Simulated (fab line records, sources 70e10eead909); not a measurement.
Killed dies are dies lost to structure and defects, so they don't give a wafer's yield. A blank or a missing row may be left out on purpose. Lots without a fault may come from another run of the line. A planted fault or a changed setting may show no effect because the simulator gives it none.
Chamber matching | flow nand_harc | NHARC_P_CONTACT_CMP_01 on cmp-03: 4 sister chambers
The step polishes SiO2, target thk 200 nm. 18 wafers are shown with their chamber, then 9 later ones without.

WAFERS WITH THEIR CHAMBER
wafer  | chamber | motor_current_A (A)
L074.1 | 1       | 11.7
L074.3 | 3       | 11.5
L074.4 | 0       | 12.0
L078.1 | 1       | 12.4
L078.5 | 3       | 11.3
L078.6 | 2       | 10.8
L080.3 | 0       | 12.3
L080.4 | 1       | 12.2
L080.6 | 1       | 11.7
L087.2 | 1       | 12.1
L087.4 | 0       | 11.8
L087.5 | 3       | 11.1
L090.3 | 0       | 11.9
L090.4 | 3       | 11.0
L090.5 | 3       | 11.1
L089.1 | 3       | 11.7
L089.5 | 1       | 12.0
L089.6 | 2       | 11.3

SIGNATURES (means of the wafers above)
reading         | chamber 0 | chamber 1 | chamber 2 | chamber 3 | scatter within a chamber
motor_current_A | 12.000    | 12.017    | 11.050    | 11.283    | 0.27
Rule: a wafer's distance from a chamber is the root of the sum, over the readings, of the square of ((its reading less the chamber's mean) divided by the reading's scatter). The wafer belongs to the nearest chamber; if the next one is less than 2 further off, it can't be placed. The scatter: the root of (the sum of the squares of (reading less its chamber's mean) over the shown wafers, divided by (wafers less chambers)).

WAFERS WITHOUT THEIR CHAMBER
wafer  | motor_current_A (A)
L094.1 | 11.3
L094.4 | 12.1
L094.6 | 12.7
L095.3 | 10.8
L095.5 | 10.9
L095.6 | 11.3
L097.2 | 11.8
L097.3 | 12.5
L097.4 | 10.8

WHICH CHAMBER EACH WENT THROUGH
wafer  | from the rows above          | in truth
L094.1 | can't be placed: 3 or 2      | 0
L094.4 | can't be placed: 1 or 0      | 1
L094.6 | can't be placed: 1 or 0      | 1
L095.3 | can't be placed: 2 or 3      | 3
L095.5 | can't be placed: 2 or 3      | 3
L095.6 | can't be placed: 3 or 2      | 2
L097.2 | can't be placed: 0 or 1 or 3 | 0
L097.3 | can't be placed: 1 or 0      | 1
L097.4 | can't be placed: 2 or 3      | 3
Placed correctly: 0 of 9. Can't be placed from these rows: 9 (the true chamber is among the candidates in 8). Placed wrongly: 0.
